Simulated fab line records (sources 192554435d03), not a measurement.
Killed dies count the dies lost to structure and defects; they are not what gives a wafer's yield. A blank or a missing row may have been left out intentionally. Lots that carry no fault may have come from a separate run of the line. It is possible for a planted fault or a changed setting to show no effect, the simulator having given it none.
fab line records	flow n5Finfet
[record] lots = 5	wafers = 15	lastDay = 17
route steps=1938 shown BEOL_M8@1342 PASSIVATION@1936
lots that met no fault: taken from a fault-free run of the same line
startH: the number of hours between the record's first day and the start of the first shown wafer of the lot	waitH: hours since the lot's step before	" the same as in the row above	L1.1+2: several wafers, shown together as one row	- no value, or no start given	* or withheld: withheld	< > ~ a bound
route shown NAME@n: NAME is a module with steps in the file, n the number in the route of the first one	usual: the fault-free wafers' mean and standard deviation	same: alike in all rows	chamber/n: place in a boat	sites: the reading at each site	_std_site: standard deviation of those values	_edge_site: the outer-site mean with the inner-site mean subtracted	radiusMm: for every site, how far away it sits from the centre of the wafer	mask NAME#n: copy n	behind: the tool/chamber that last shaped the wafer	hold: cause of the lot's hold/its duration in hours/its outcome	device: names the non-switching transistor (n, p or np)	end of line: at the end of the route, the tests of the same wafers	a step given without rows: its recipe and nothing more	killed: not the wafer's yield, but the dies lost to structure and defects at the first sort	map: per-die view of a wafer (x killed, . not killed, _ where there is no die)
set.NAME: setting as actually run; set.NAME@STEP: the setting as run at that earlier step	model.NAME: the simulator's own value behind a step, which no gauge read
a table for each step, a row for each wafer; lots at some steps of the route
services: a tool's chamber out of use, with start hour (startH, from the record's first day; less than 0 if before it), hours out, and reason
[[steps]]
[step N5_BEOL_M8_EXPOSE_08]
[recipe] maskId = M8	na = 1.35	sourceShape = dipole	sigmaInner = 0.817	sigmaOuter = 0.97	polarization = te	doseMj = 68.25
[step N5_BEOL_M8_PEB_09]
[recipe] pebTempC = withheld	pebTimeS = 60	resist = CAR-ArF
[step N5_BEOL_M8_DEVELOP_10]
[recipe] developTimeS = 30	developer = TMAH	resist = CAR-ArF	rinseLiquid = diw	dry = airSpin	devTempC = 23
[step N5_BEOL_M8_CD_MEAS_11]
[recipe] targetCdNm = 38.5	landingEnergyEv = 500	detector = seInlens	polarity = opening
[usual] cdNm = 38.4/0.4
lot.wafer	tool	chamber	startH	waitH	cdNm
L327.2	cdSem-03	0	284.76	-	38.8
L327.3	"	0	"	"	38.2
L327.6	"	0	"	"	38.9
L328.1	cdSem-03	0	296.68	-	38.7
L328.3	"	0	"	"	39.2
L328.4	"	0	"	"	38.5
L333.2	cdSem-01	0	307.62	-	38.1
L333.3	"	0	"	"	38.0
L333.6	"	0	"	"	38.3
L331.4	cdSem-01	0	308.76	-	38.9
L331.5	"	0	"	"	39.4
L331.6	"	0	"	"	39.1
L339.2	cdSem-02	0	338.98	-	38.4
L339.4	"	0	"	"	38.4
L339.6	"	0	"	"	38.5
[step N5_BEOL_M8_OVL_MEAS_12]
[recipe] pointsPerWafer = 44
[usual] M8_OVL = 0.2/0.78
lot.wafer	tool	chamber	startH	waitH	M8_OVL[nm]
L327.2	overlay-01	0	284.79	0.0	0.6
L327.3	"	0	"	"	1.0
L327.6	"	0	"	"	1.2
L328.1	overlay-01	0	296.71	0.0	0.6
L328.3	"	0	"	"	-0.7
L328.4	"	0	"	"	-0.8
L333.2	overlay-02	0	307.65	0.0	1.3
L333.3	"	0	"	"	-0.4
L333.6	"	0	"	"	-0.1
L331.4	overlay-02	0	308.79	0.0	0.4
L331.5	"	0	"	"	0.8
L331.6	"	0	"	"	-1.5
L339.2	overlay-02	0	339.01	0.0	-0.3
L339.4	"	0	"	"	0.0
L339.6	"	0	"	"	-0.7
[step N5_BEOL_M8_INSPECT_13]
[recipe] mode = adi	inspectInstrument = brightfield
[usual] rawDefectCount = 434/99
lot.wafer	tool	chamber	startH	waitH	rawDefectCount
L327.2	defectInspect-02	-	284.81	0.0	329
L327.3	"	-	"	"	323
L327.6	"	-	"	"	554
L328.1	defectInspect-02	-	296.73	0.0	329
L328.3	"	-	"	"	425
L328.4	"	-	"	"	393
L333.2	defectInspect-01	-	307.68	0.0	519
L333.3	"	-	"	"	439
L333.6	"	-	"	"	368
L331.4	defectInspect-02	-	308.81	0.0	472
L331.5	"	-	"	"	518
L331.6	"	-	"	"	460
L339.2	defectInspect-02	-	339.03	0.0	508
L339.4	"	-	"	"	552
L339.6	"	-	"	"	544
[step N5_BEOL_M8_DESCUM_16]
[recipe] chemistry = O2	timeS = 7.9	sourcePowerW = 50	biasPowerW = 20	pressureMtorr = 20	rfFrequencyHz = 2.712e+07	tempC = 40	resist = CAR-ArF	o2FlowSccm = 225
[usual] drypumpMotorCurrentA = 5.8/0.42	oesProductAu = 0.79/0.073	rfVppV = 243.2/1.2	showerheadPlenumPTorr = 2.09/0.063	throttleValvePct = 20.5/0.3
lot.wafer	tool	chamber	startH	waitH	drypumpMotorCurrentA	oesProductAu	rfHoursCounterH	rfVppV	showerheadPlenumPTorr	throttleValvePct
L327.2	rieDiel-01	0	285.01	0.2	5.5	0.83	70	242.0	2.03	20.7
L327.3	"	1	"	"	5.5	0.78	144	244.7	2.10	20.1
L327.6	"	2	"	"	5.9	0.70	-	244.9	2.16	20.7
L328.1	rieDiel-06	1	296.77	0.0	5.8	0.79	116	243.7	2.01	20.7
L328.3	"	3	"	"	5.4	0.79	129	243.1	2.10	20.3
L328.4	"	0	"	"	5.7	0.73	179	243.4	2.09	20.6
L333.2	rieDiel-01	3	307.73	0.1	6.1	0.86	48	242.7	2.03	20.0
L333.3	"	2	"	"	5.8	0.71	231	244.5	2.16	20.7
L333.6	"	2	"	"	5.9	0.71	-	244.2	2.16	20.7
L331.4	rieDiel-01	0	308.84	0.0	5.5	0.83	78	242.0	2.02	20.7
L331.5	"	1	"	"	5.5	0.77	-	244.4	2.10	20.2
L331.6	"	2	"	"	5.9	0.70	-	243.4	2.16	20.7
L339.2	rieDiel-01	2	339.07	0.0	5.9	0.69	242	245.3	2.15	20.7
L339.4	"	0	"	"	5.5	0.81	88	241.1	2.02	20.7
L339.6	"	0	"	"	5.5	0.82	-	241.3	2.02	20.8
[step N5_BEOL_M8_ETCH_61]
[recipe] chemistry = CF4	target = SiARC	targetDepthA = 455	maskMaterial = CAR-ArF	timeS = 75.8	ionEnergyEv = 80	pressureMtorr = 40	sourceW = 545	biasW = 36	Ar_flow_sccm = 100	cf4FlowSccm = 100	ends = cleared
[step N5_BEOL_M8_ETCH_62]
[recipe] chemistry = N2/H2	target = SOC	targetDepthA = 1100	overetchA = 220	maskMaterial = SiARC	tempC = 40	timeS = 165	ionEnergyEv = 200	pressureMtorr = 30	sourceW = 840	biasW = 150	n2FlowSccm = 200	h2FlowSccm = 200
[usual] drypumpMotorCurrentA = 5.8/0.41	oesProductAu = 0.67/0.059	rfVppV = 523.9/2.2	showerheadPlenumPTorr = 2.55/0.073	throttleValvePct = 17.9/0.33
lot.wafer	tool	chamber	startH	waitH	drypumpMotorCurrentA	oesProductAu	rfHoursCounterH	rfVppV	showerheadPlenumPTorr	throttleValvePct
L327.2	rieDiel-01	0	285.10	0.0	5.5	0.71	71	521.8	2.48	18.3
L327.3	"	1	"	"	5.5	0.65	144	524.0	2.55	17.5
L327.6	"	2	"	"	5.9	0.60	-	525.3	2.63	18.2
L328.1	rieDiel-06	1	296.86	0.0	5.8	0.67	116	521.6	2.45	18.1
L328.3	"	3	"	"	5.4	0.67	129	523.5	2.55	17.7
L328.4	"	0	"	"	5.8	0.62	179	522.7	2.53	17.9
L333.2	rieDiel-01	3	307.82	0.0	6.1	0.71	48	522.5	2.48	17.4
L333.3	"	2	"	"	5.9	0.60	231	527.3	2.63	18.2
L333.6	"	2	"	"	5.9	0.60	-	526.0	2.63	18.2
L331.4	rieDiel-01	0	308.93	0.0	5.5	0.69	78	522.4	2.47	18.3
L331.5	"	1	"	"	5.6	0.65	-	524.7	2.54	17.5
L331.6	"	2	"	"	5.9	0.59	-	525.1	2.62	18.2
L339.2	rieDiel-01	2	339.16	0.0	5.9	0.58	243	526.1	2.62	18.2
L339.4	"	0	"	"	5.5	0.69	88	522.0	2.47	18.3
L339.6	"	0	"	"	5.5	0.69	-	522.3	2.47	18.3
[step N5_BEOL_M8_STRIP_68]
[recipe] chemistry = N2/H2	tempC = 40	n2FlowSccm = 200	h2FlowSccm = 200	rfFrequencyHz = 6e+07
[step N5_BEOL_M8_STRIP_67]
[recipe] chemistry = CF4	resist = SiARC	powerW = 300	biasPowerW = 75	pressureMtorr = 50	cf4FlowSccm = 150	rfFrequencyHz = 6e+07
[usual] drypumpMotorCurrentA = 5.8/0.4	oesProductAu = 0.79/0.07	rfVppV = 271.1/1.4	showerheadPlenumPTorr = 1.80/0.047	throttleValvePct = 13.63/0.29
lot.wafer	tool	chamber	startH	waitH	drypumpMotorCurrentA	oesProductAu	rfHoursCounterH	rfVppV	showerheadPlenumPTorr	throttleValvePct
L327.2	rieDiel-01	0	285.25	0.0	5.5	0.83	71	270.2	1.75	13.81
L327.3	"	1	"	"	5.5	0.77	144	271.7	1.80	13.31
L327.6	"	2	"	"	5.9	0.69	-	271.8	1.85	13.87
L328.1	rieDiel-06	1	297.00	0.0	5.8	0.78	116	269.5	1.73	13.82
L328.3	"	3	"	"	5.4	0.80	129	271.3	1.80	13.46
L328.4	"	0	"	"	5.7	0.73	180	269.2	1.79	13.75
L333.2	rieDiel-01	3	307.97	0.0	6.1	0.85	48	270.1	1.76	13.19
L333.3	"	2	"	"	5.9	0.69	232	272.9	1.85	13.90
L333.6	"	2	"	"	5.9	0.70	-	272.4	1.85	13.90
L331.4	rieDiel-01	0	309.08	0.0	5.5	0.82	78	269.1	1.75	13.83
L331.5	"	1	"	"	5.5	0.78	-	271.3	1.80	13.33
L331.6	"	2	"	"	5.9	0.69	-	271.9	1.85	13.88
L339.2	rieDiel-01	2	339.31	0.0	5.9	0.69	243	271.2	1.85	13.93
L339.4	"	0	"	"	5.5	0.81	88	270.0	1.75	13.87
L339.6	"	0	"	"	5.5	0.81	-	272.5	1.75	13.86
[step N5_BEOL_M8_HM_OPEN_17]
[recipe] chemistry = Cl2/BCl3	targetDepthA = 200	overetchA = 60	target = TiN	maskMaterial = SOC	ionEnergyEv = 150	pressureMtorr = 10	icpW = 1000	biasW = 126	Cl2_flow_sccm = 53.25	bcl3FlowSccm = 21.75	Ar_flow_sccm = 25
[usual] drypumpMotorCurrentA = 6.0/0.38	oesProductAu = 0.64/0.061	throttleValvePct = 22.04/0.15
lot.wafer	tool	chamber	startH	waitH	drypumpMotorCurrentA	oesProductAu	rfHoursCounterH	throttleValvePct
L327.2	rieMetal-02	1	285.29	0.0	6.3	0.62	60	21.96
L327.3	"	1	"	"	6.3	0.62	-	21.95
L327.6	"	0	"	"	6.5	0.59	-	21.99
L328.1	rieMetal-01	1	297.05	0.0	5.3	0.63	55	21.91
L328.3	"	0	"	"	5.7	0.72	-	21.94
L328.4	"	1	"	"	5.3	0.63	-	21.89
L333.2	rieMetal-03	1	308.01	0.0	5.9	0.70	29	21.99
L333.3	"	1	"	"	5.9	0.71	-	21.99
L333.6	"	0	"	"	6.1	0.56	-	22.31
L331.4	rieMetal-03	1	309.15	0.1	5.9	0.70	-	21.99
L331.5	"	0	"	"	6.1	0.56	-	22.31
L331.6	"	1	"	"	6.0	0.70	-	21.96
L339.2	rieMetal-03	1	339.35	0.0	5.9	0.69	31	21.97
L339.4	"	0	"	"	6.1	0.55	-	22.33
L339.6	"	1	"	"	6.0	0.70	-	21.98
[step N5_BEOL_M8_STRIP_19]
[recipe] chemistry = O2	powerW = 400	tempC = 40	pressureMtorr = 30	rfFrequencyHz = 6e+07	biasPowerW = 0	overashFraction = 0.2	o2FlowSccm = 225
[usual] drypumpMotorCurrentA = 5.7/0.36	oesProductAu = 0.82/0.086	rfVppV = 3.7/0.63	showerheadPlenumPTorr = 2.13/0.075	throttleValvePct = 16.69/0.27
lot.wafer	tool	chamber	startH	waitH	drypumpMotorCurrentA	oesProductAu	rfHoursCounterH	rfVppV	showerheadPlenumPTorr	throttleValvePct
L327.2	rieDiel-03	0	285.52	0.2	6.0	1.00	2	3.4	2.16	16.64
L327.3	"	2	"	"	5.6	0.77	143	2.8	2.20	16.91
L327.6	"	0	"	"	6.0	1.00	-	3.7	2.16	16.65
L328.1	rieDiel-03	1	297.16	0.1	5.8	0.84	76	4.8	2.21	16.43
L328.3	"	0	"	"	6.0	0.98	6	3.3	2.16	16.66
L328.4	"	1	"	"	5.8	0.83	-	2.7	2.21	16.43
L333.2	rieDiel-01	2	308.12	0.1	5.9	0.70	232	4.4	2.16	16.96
L333.3	"	1	"	"	5.5	0.77	152	3.1	2.10	16.40
L333.6	"	1	"	"	5.5	0.77	-	4.2	2.10	16.39
L331.4	rieDiel-03	0	309.25	0.1	6.0	0.95	11	3.3	2.15	16.66
L331.5	"	2	"	"	5.7	0.75	-	4.0	2.19	16.92
L331.6	"	3	"	"	5.1	0.98	-	4.3	2.24	16.48
L339.2	rieDiel-06	3	339.46	0.1	5.4	0.78	144	4.1	2.10	16.58
L339.4	"	0	"	"	5.8	0.72	-	3.9	2.09	16.89
L339.6	"	3	"	"	5.4	0.77	-	3.4	2.10	16.59
[step N5_BEOL_M8_CD_MEAS_18]
[recipe] pitchNm = 80	targetCdNm = 40
[usual] cdNm = 39.9/0.42
lot.wafer	tool	chamber	startH	waitH	cdNm
L327.2	cdSem-02	-	285.59	0.1	40.3
L327.3	"	-	"	"	40.2
L327.6	"	-	"	"	40.6
L328.1	cdSem-02	-	297.23	0.0	40.2
L328.3	"	-	"	"	40.4
L328.4	"	-	"	"	40.1
L333.2	cdSem-01	-	308.19	0.1	39.5
L333.3	"	-	"	"	39.6
L333.6	"	-	"	"	39.3
L331.4	cdSem-01	-	309.32	0.1	40.1
L331.5	"	-	"	"	40.6
L331.6	"	-	"	"	40.2
L339.2	cdSem-02	-	339.53	0.1	40.4
L339.4	"	-	"	"	39.7
L339.6	"	-	"	"	40.1
[step N5_BEOL_M8_COAT_63]
[recipe] resist = SOC	tempC = 250	timeS = 60	spinRpm = 1500	resistThkNm = 60
[step N5_BEOL_M8_COAT_64]
[recipe] resist = SiARC	tempC = 220	timeS = 60	spinRpm = 1500	resistThkNm = 12
[step N5_BEOL_M8_COAT_71]
[recipe] resist = underlayer	tempC = 205	timeS = 60	spinRpm = 1500	resistThkNm = 5
[step N5_BEOL_M8_COAT_22]
[recipe] resist = CAR-EUV	spinRpm = 1500	resistThkNm = 30
[step N5_BEOL_M8_EBR_24]
[recipe] solvent = PGMEA	ebrWidthMm = 1.5
[step N5_BEOL_M8_SOFTBAKE_23]
[recipe] tempC = 110	timeS = 60	resist = CAR-EUV
[step N5_BEOL_M8_EXPOSE_25]
[recipe] maskId = V7	na = 0.33	sourceShape = annular	sigmaInner = 0.4	sigmaOuter = 0.8	polarization = unpolarized	targetCdNm = 40	doseMj = 42.5
[step N5_BEOL_M8_PEB_26]
[recipe] pebTempC = 100	pebTimeS = 60	resist = CAR-EUV
[step N5_BEOL_M8_DEVELOP_27]
[recipe] developTimeS = 30	developer = TMAH	resist = CAR-EUV	rinseLiquid = surfactantRinse	dry = airSpin	devTempC = 23
[step N5_BEOL_M8_CD_MEAS_28]
[recipe] targetCdNm = 40	landingEnergyEv = 500	detector = seInlens
[usual] cdNm = 40.03/0.21
lot.wafer	tool	chamber	startH	waitH	cdNm
L327.2	cdSem-03	0	288.39	-	40.57
L327.3	"	0	"	"	40.27
L327.6	"	0	"	"	39.96
L328.1	cdSem-01	0	298.51	-	40.32
L328.3	"	0	"	"	40.02
L328.4	"	0	"	"	39.85
L331.4	cdSem-01	0	310.32	-	39.82
L331.5	"	0	"	"	39.67
L331.6	"	0	"	"	40.05
L333.2	cdSem-02	0	310.36	-	40.26
L333.3	"	0	"	"	39.81
L333.6	"	0	"	"	40.08
L339.2	cdSem-01	0	343.72	-	40.13
L339.4	"	0	"	"	40.05
L339.6	"	0	"	"	40.22
[step N5_BEOL_M8_OVL_MEAS_29]
[recipe] pointsPerWafer = 522
[usual] V7_OVL = 0.5/0.67
lot.wafer	tool	chamber	startH	waitH	V7_OVL[nm]
L327.2	overlay-02	0	288.42	0.0	0.7
L327.3	"	0	"	"	-0.6
L327.6	"	0	"	"	-0.1
L328.1	overlay-02	0	298.54	0.0	0.8
L328.3	"	0	"	"	-0.1
L328.4	"	0	"	"	0.2
L331.4	overlay-02	0	310.36	0.0	1.6
L331.5	"	0	"	"	0.0
L331.6	"	0	"	"	0.3
L333.2	overlay-01	0	310.39	0.0	0.9
L333.3	"	0	"	"	1.1
L333.6	"	0	"	"	0.9
L339.2	overlay-02	0	343.75	0.0	0.3
L339.4	"	0	"	"	0.4
L339.6	"	0	"	"	-0.3
[step N5_BEOL_M8_INSPECT_30]
[recipe] mode = adi	inspectInstrument = brightfield
[usual] rawDefectCount = 419/93
lot.wafer	tool	chamber	startH	waitH	rawDefectCount
L327.2	defectInspect-01	-	288.48	0.1	294
L327.3	"	-	"	"	285
L327.6	"	-	"	"	520
L328.1	defectInspect-01	-	298.60	0.1	301
L328.3	"	-	"	"	390
L328.4	"	-	"	"	368
L331.4	defectInspect-02	-	310.41	0.0	1714
L331.5	"	-	"	"	492
L331.6	"	-	"	"	473
L333.2	defectInspect-01	-	310.45	0.0	570
L333.3	"	-	"	"	445
L333.6	"	-	"	"	373
L339.2	defectInspect-02	-	343.80	0.0	497
L339.4	"	-	"	"	547
L339.6	"	-	"	"	556
[step N5_BEOL_M8_DESCUM_33]
[recipe] chemistry = O2	timeS = 7	sourcePowerW = 50	biasPowerW = 20	pressureMtorr = 20	rfFrequencyHz = 2.712e+07	tempC = 40	resist = CAR-EUV	o2FlowSccm = 225
[usual] drypumpMotorCurrentA = 5.8/0.43	oesProductAu = 0.78/0.071	rfVppV = 243.1/1.4	showerheadPlenumPTorr = 2.10/0.074	throttleValvePct = 20.52/0.27
lot.wafer	tool	chamber	startH	waitH	drypumpMotorCurrentA	oesProductAu	rfHoursCounterH	rfVppV	showerheadPlenumPTorr	throttleValvePct
L327.2	rieDiel-03	2	288.52	0.0	5.6	0.76	144	244.5	2.19	20.66
L327.3	"	0	"	"	6.0	0.99	3	242.9	2.15	20.48
L327.6	"	0	"	"	6.0	0.99	-	243.9	2.15	20.49
L328.1	rieDiel-06	3	298.64	0.0	5.4	0.79	130	243.2	2.10	20.32
L328.3	"	2	"	"	6.8	0.71	223	241.6	2.07	20.93
L328.4	"	0	"	"	5.7	0.73	180	242.7	2.09	20.61
L331.4	rieDiel-06	1	310.45	0.0	5.8	0.78	122	241.0	2.01	20.74
L331.5	"	0	"	"	5.8	0.72	-	244.6	2.09	20.61
L331.6	"	3	"	"	5.4	0.78	-	243.4	2.10	20.33
L333.2	rieDiel-03	1	310.67	0.2	5.8	0.82	81	244.2	2.21	20.18
L333.3	"	2	"	"	5.6	0.76	152	244.4	2.19	20.67
L333.6	"	3	"	"	5.1	0.98	-	245.9	2.23	20.29
L339.2	rieDiel-06	3	343.84	0.0	5.4	0.77	145	242.6	2.10	20.35
L339.4	"	0	"	"	5.7	0.71	196	242.8	2.09	20.62
L339.6	"	3	"	"	5.4	0.77	-	241.2	2.10	20.36
[step N5_PASSIVATION_PROBE_49]
[usual] defectLimitedYield = 91.1/1.4	killed_at_M0_to_M3 = 33/10	killed_at_M4_up = 15/5.8	killedAtContacts = 13/5.9	killedAtFrontEnd = 39/11	killedAtOther = 4/3.6	killedDies = 105/16	killedOnRim = 13/3.7	killedOpen = 68/11	killedShort = 34/7.8	sort_bin_5_function = 5.2/0.88	sort_bin_6_memory = 3.3/0.61	sortNPass = 1075/16	sortYieldPct = 91.1/1.4
[same] grossDies = 1180	killedAtBackSide = 0	sort_bin_4_leakage[%] = 0	sort_bin_8_speed[%] = 0
lot.wafer	tool	chamber	startH	waitH	defectLimitedYield[%]	killed_at_M0_to_M3	killed_at_M4_up	killedAtContacts	killedAtFrontEnd	killedAtOther	killedDies	killedOnRim	killedOpen	killedShort	sort_bin_5_function[%]	sort_bin_6_memory[%]	sortNPass	sortYieldPct[%]
L331.4	prober-02	-	375.82	0.2	83.1	22	117	13	41	7	200	30	51	39	10.0	3.1	980	83.1
L333.6	prober-01	-	381.94	0.3	90.6	35	17	12	37	10	111	15	78	30	5.8	3.2	1069	90.6
// killed by level:class
L331.4 BEOL_M8:unspecified=107 MOL_CONTACT_COAG:geometricParticle:open=11 FIN_SAQP:geometricParticle:open=10 FIN_SAQP:geometricParticle:short=8 BEOL_M2:geometricParticle:open=7 STI_FIN_REVEAL:geometricParticle:open=6 GATE_CUT:geometricParticle:short=6 BEOL_M4:geometricParticle:open=5
L333.6 MOL_CONTACT_COAG:geometricParticle:open=11 BEOL_M1:geometricParticle:open=10 FIN_SAQP:geometricParticle:open=7 BEOL_M3:geometricParticle:open=7 GATE_CUT:geometricParticle:open=6 BEOL_M0_SAQP:geometricParticle:short=6 BEOL_M8:geometricParticle:open=6 FIN_SAQP:geometricParticle:short=4
// map L331.4 (x killed, . not)
_________________..x.........________________
______________x................._____________
___________.......x................__________
__________.....x....x....x......x..x_________
________...............x..x.......x..._______
_______...........x..x..........x......______
______.......................x.........._____
_____.......x......x.....................____
____.x...x......................x....x..xx___
___........................x.........x.....__
___....x.......................xx..........__
__........x........x........x.x..x...xx....._
__...x...........x.........................x_
_..........................xx..............x.
_..............x.......x..........x..........
_..........xx............x..................x
_.................x....xx..............x.xxx.
_..x..........x.x................x...........
_.....x....x............x....................
_...........................x................
_.....x..........x.......................x...
__.........x....xx.x...x...x................_
__..........x......................x.......x_
___.........................x....x.........__
___........x....x.....xxx.xx...............__
____.............x...x..x...x.............___
_____.......x.........xxxxxxxx.xxxx......____
______..............xxxxxxxxxxxxx......._____
_______.x...........xxxxxxxxxxxxxx.....______
________........xx..xxxxxxxxxxxxxxx.x._______
__________x...x....xxxxxxxxxxxxxxx.._________
___________.x.....x.xxxxxxxxxxxxx..__________
______________...x...xxxxxxxxxxx_____________
_________________.x..xxxxxxxx________________
// map L328.3 (x killed, . not)
_________________......x.....________________
______________...xx............._____________
___________........................__________
__________x.......................x._________
________.............................._______
_______............x.....xx............______
______x.......................x.......xx_____
_____..xx..x...x.................x....x..____
____............x....................x....___
___..x.x..x.......x.............x.........x__
___....................x...................__
__.........................x.x.............._
__.....x.....x...................x.........x_
_...x..x....x.......x.....x........x.........
_........x......x........x.....x......x......
_...x..........x.x.....xx...x.....xx.........
_..................................x.........
_.........................x............x...x.
_.....x.....................................x
_....x.x.........................x...........
_.....x.....................x....x..........x
__......x..........x..................x....._
__.........x.....x.........x..xx..x........._
___.................x......................__
___xx.....xx.........x.....x....x..........__
____......x...x...........................___
_____........x............x............x.____
______.x......x...................xx...._____
_______.......xx.x............x..x.....______
________..xx..............x......xx..._______
__________..x.....x............x...._________
___________...x....x.....x.........__________
______________.................._____________
_________________............________________
[[services]]
tool	chamber	startH	hours	kind
rieDiel-03	-	267.25	1.6	repair
rieDiel-03	3	279.88	-	clean
rieDiel-03	3	279.88	-	consumableReplace:focusRing
rieDiel-03	3	279.88	-	consumableReplace:showerhead
rieDiel-03	3	279.88	20.9	scheduledDown
rieDiel-03	3	279.88	20.9	ventCycle
rieMetal-01	0	302.31	5.3	repair
rieDiel-03	2	330.71	4.4	repair
[[key]]
[firstSign] step = N5_BEOL_M8_INSPECT_30	reading = rawDefectCount	direction = up	sigmas = 14	usual = 419	struck = 1714
[effect] step = N5_PASSIVATION_PROBE_49	reading = killed_at_M4_up	direction = up	sigmas = 18	usual = 15	struck = 117
[moreKillsBornAt] N5_BEOL_M8_STRIP_19@rieDiel-03 = 107
metAt N5_BEOL_M8_STRIP_19
struckWafers L331.4
onsetBetween 297.16 309.25
[fault] kind = chamberParticleSource	tool = rieDiel-03	chamber = 0	onsetH = 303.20	steps = N5_BEOL_M8_STRIP_19	ratePerVisitCm2 = 1.9377	endH = 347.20
